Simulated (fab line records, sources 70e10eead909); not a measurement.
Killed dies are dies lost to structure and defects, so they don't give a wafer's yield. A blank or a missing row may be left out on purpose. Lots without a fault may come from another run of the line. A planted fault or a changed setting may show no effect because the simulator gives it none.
Which tool did it? | flow nand_harc | 23 lots, 69 wafers sampled, at 2 steps of a route of 1302

WHAT THE GAUGES READ, wafer by wafer
NHARC_A_ONON_D2_THK_MEAS_11: measures by ellipsometry.
lot  | measured     | on            | thk_nm (nm)
L075 | day 12 21:11 | film_metro-01 | 993 994 992
L074 | day 12 21:12 | film_metro-02 | 999 999 998
L076 | day 13 12:07 | film_metro-01 | 1009 1007 1007
L078 | day 14 05:15 | film_metro-02 | 1025 1023 1025
L077 | day 14 09:17 | film_metro-02 | 1009 1011 1009
L080 | day 15 04:02 | film_metro-01 | 1007 1005 1005
L079 | day 15 03:56 | film_metro-02 | 1008 1010 1010
L081 | day 15 12:15 | film_metro-01 | 994 993 995
L082 | day 16 02:50 | film_metro-01 | 997 997 998
L083 | day 16 17:05 | film_metro-01 | 993 991 992
L084 | day 16 20:48 | film_metro-01 | 993 994 995
L086 | day 16 20:35 | film_metro-01 | 990 989 988
L085 | day 16 20:56 | film_metro-01 | 1014 1015 1010
L087 | day 17 17:52 | film_metro-02 | 1012 1012 1011
L088 | day 18 12:55 | film_metro-02 | 1023 1019 1019
L089 | day 18 13:06 | film_metro-02 | 1004 1004 1004
L090 | day 19 03:23 | film_metro-01 | 1002 1005 1002
L091 | day 19 18:02 | film_metro-01 | 996 999 998
L092 | day 19 18:03 | film_metro-02 | 985 984 985
L093 | day 20 08:26 | film_metro-02 | 999 1000 999
L095 | day 21 07:13 | film_metro-01 | 981 981 981
L096 | day 21 13:59 | film_metro-01 | 1015 1016 1016
L097 | day 22 04:39 | film_metro-02 | 989 987 986

WHICH TOOL RAN EACH LOT (tool, then ch and the chambers of the sampled wafers, then the start)
lot  | NHARC_A_DECK1_JOINT_ETCHBACK_07
L075 | rie_si-02 ch 2,3, day 11 10:41
L074 | rie_si-02 ch 2,3, day 11 13:12
L076 | rie_si-06 ch 0,1, day 11 20:46
L078 | rie_si-03 ch 0,1, day 12 08:07
L077 | rie_si-03 ch 2,3, day 12 19:17
L080 | rie_si-02 ch 0,3, day 13 07:43
L079 | rie_si-03 ch 0,1,3, day 13 07:44
L081 | rie_si-03 ch 1,2,3, day 13 20:55
L082 | rie_si-03 ch 0,2,3, day 14 11:56
L083 | rie_si-03 ch 0,1, day 15 00:23
L084 | rie_si-06 ch 0,1,2, day 15 06:58
L086 | rie_si-03 ch 0,1, day 15 10:46
L085 | rie_si-02 ch 0,1,3, day 15 10:46
L087 | rie_si-06 ch 0,2,3, day 16 06:09
L088 | rie_si-06 ch 1,2, day 16 18:53
L089 | rie_si-03 ch 0,1,3, day 16 18:55
L090 | rie_si-06 ch 1,2,3, day 17 15:52
L091 | rie_si-06 ch 0,1,3, day 18 07:00
L092 | rie_si-03 ch 1,3, day 18 10:07
L093 | rie_si-02 ch 2,3, day 18 15:46
L095 | rie_si-02 ch 0,1,3, day 19 12:47
L096 | rie_si-06 ch 0,1,2, day 20 02:13
L097 | rie_si-02 ch 2,3, day 20 16:53
- NHARC_A_DECK1_JOINT_ETCHBACK_07: etches the open film in HBr, target depth 105 nm, time 26.9 s.

WHAT THE TOOLS THEMSELVES READ (means of the sampled wafers that have a number; where no wafer has one, the mark that the record gives instead)
NHARC_A_DECK1_JOINT_ETCHBACK_07.
lot  | tool      | drypump_motor_current_A (A) | oes_product_au (a.u.) | throttle_valve_pct (%)
L075 | rie_si-02 | 6.1                         | 0.988                 | 23.258
L074 | rie_si-02 | 6.1                         | 0.993                 | 23.266
L076 | rie_si-06 | 5.3                         | 1.005                 | 23.274
L078 | rie_si-03 | 6.4                         | 1.012                 | 23.265
L077 | rie_si-03 | 5.4                         | 0.991                 | 23.261
L080 | rie_si-02 | 6.2                         | 1.006                 | 23.264
L079 | rie_si-03 | 6.1                         | 0.993                 | 23.266
L081 | rie_si-03 | 5.7                         | 0.982                 | 23.263
L082 | rie_si-03 | 5.8                         | 0.986                 | 23.267
L083 | rie_si-03 | 6.4                         | 1.005                 | 23.258
L084 | rie_si-06 | 5.7                         | 1.010                 | 23.274
L086 | rie_si-03 | 6.4                         | 1.006                 | 23.266
L085 | rie_si-02 | 6.3                         | 1.007                 | 23.264
L087 | rie_si-06 | 6.0                         | 1.006                 | 23.268
L088 | rie_si-06 | 6.0                         | 1.005                 | 23.272
L089 | rie_si-03 | 6.2                         | 0.994                 | 23.267
L090 | rie_si-06 | 6.0                         | 1.007                 | 23.267
L091 | rie_si-06 | 5.7                         | 1.013                 | 23.265
L092 | rie_si-03 | 6.1                         | 0.994                 | 23.270
L093 | rie_si-02 | 6.1                         | 0.978                 | 23.270
L095 | rie_si-02 | 6.3                         | 0.998                 | 23.268
L096 | rie_si-06 | 5.7                         | 0.998                 | 23.265
L097 | rie_si-02 | 6.3                         | 0.993                 | 23.272

THE ANSWER, worked out from the rows above alone
Rule: what is usual is taken from the lots themselves. Put in order of their means at a reading, lots are off if they are a third of the lots or fewer, leave a main group of 4 or more, and stand apart from it by a gap of 3 or more times the standard deviation of the main group's means; of several such gaps the widest counts. A main group whose means are all the same, to the digits that the tables above print for the reading, isn't used. A lot without any number at a reading at which 4 lots or more have one is off too. The other lots that the step has rows for count as sound. The gauges are gone through in route order, then the tools' own readings, and for those a lot's mean is taken as printed above. The first step at which some lot is off is used, and at that step the reading that is off furthest; a lot without a number counts as furthest.
No lot is off at any reading shown: from this, nothing can be told.

WHAT THE SIMULATOR HAD PUT IN
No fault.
